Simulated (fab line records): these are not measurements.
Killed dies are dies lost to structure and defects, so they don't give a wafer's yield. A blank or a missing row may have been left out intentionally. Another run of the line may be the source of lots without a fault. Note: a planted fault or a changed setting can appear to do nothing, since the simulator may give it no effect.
Chamber matching	flow nand harc	NHARC_A_STAIRCASE_ETCHBACK_422 on rie diel-01 has 4 sister chambers
The step etches the open film in CH3F/O2, target depth 40 nm, time 74.286 s. 14 wafers are shown with their chamber, then 7 later ones without.

== EACH WAFER AND ITS CHAMBER ==
wafer	chamber	drypump motor current A (A)	showerhead plenum p Torr (Torr)	rf vpp V (V)
L076.3	2	6.1	2.65	247.2
L076.5	1	5.4	2.40	244.0
L076.6	2	6.1	2.65	246.5
L075.1	2	6.1	2.65	247.5
L075.2	1	5.4	2.40	244.4
L075.4	2	6.1	2.65	247.0
L082.2	3	5.9	2.62	247.3
L082.5	0	5.6	2.35	242.6
L082.6	3	5.9	2.62	247.4
L093.1	2	6.1	2.62	248.3
L093.3	0	5.7	2.34	242.7
L093.5	2	6.1	2.62	246.9
L094.3	2	6.1	2.62	246.0
L094.4	1	5.4	2.37	243.3

SIGNATURES (means of the wafers above)
reading	chamber 0	chamber 1	chamber 2	chamber 3	scatter within a chamber
drypump motor current A	5.650	5.400	6.100	5.900	0.0224
showerhead plenum p Torr	2.3450	2.3900	2.6371	2.6200	0.0148
rf vpp V	242.650	243.900	247.057	247.350	0.62
Rule: for a wafer and a chamber, the distance is found by dividing, reading by reading, the gap between the wafer's reading and the chamber's mean by the reading's scatter, squaring, summing and taking the root. If the next closest chamber is less than 2 further off than the closest, the wafer can't be placed; otherwise it belongs to the closest. The scatter: take each reading less its chamber's mean, square it, sum over the shown wafers, divide by the number of wafers less the number of chambers, and take the root.

== WAFERS WITHOUT THEIR CHAMBER ==
wafer	drypump motor current A (A)	showerhead plenum p Torr (Torr)	rf vpp V (V)
L094.5	6.1	2.62	247.1
L095.1	5.6	2.33	243.7
L095.4	5.9	2.60	246.8
L095.5	5.7	2.33	242.6
L097.1	6.1	2.62	247.5
L097.4	5.7	2.33	242.2
L097.5	5.6	2.33	244.0

== WHICH CHAMBER EACH ONE RAN IN ==
wafer	from the rows above	in truth
L094.5	2	2
L095.1	0	0
L095.4	3	3
L095.5	0	0
L097.1	2	2
L097.4	0	0
L097.5	0	0
Placed correctly: 7 of 7. Can't be placed from these rows: 0. Number placed wrongly: 0.
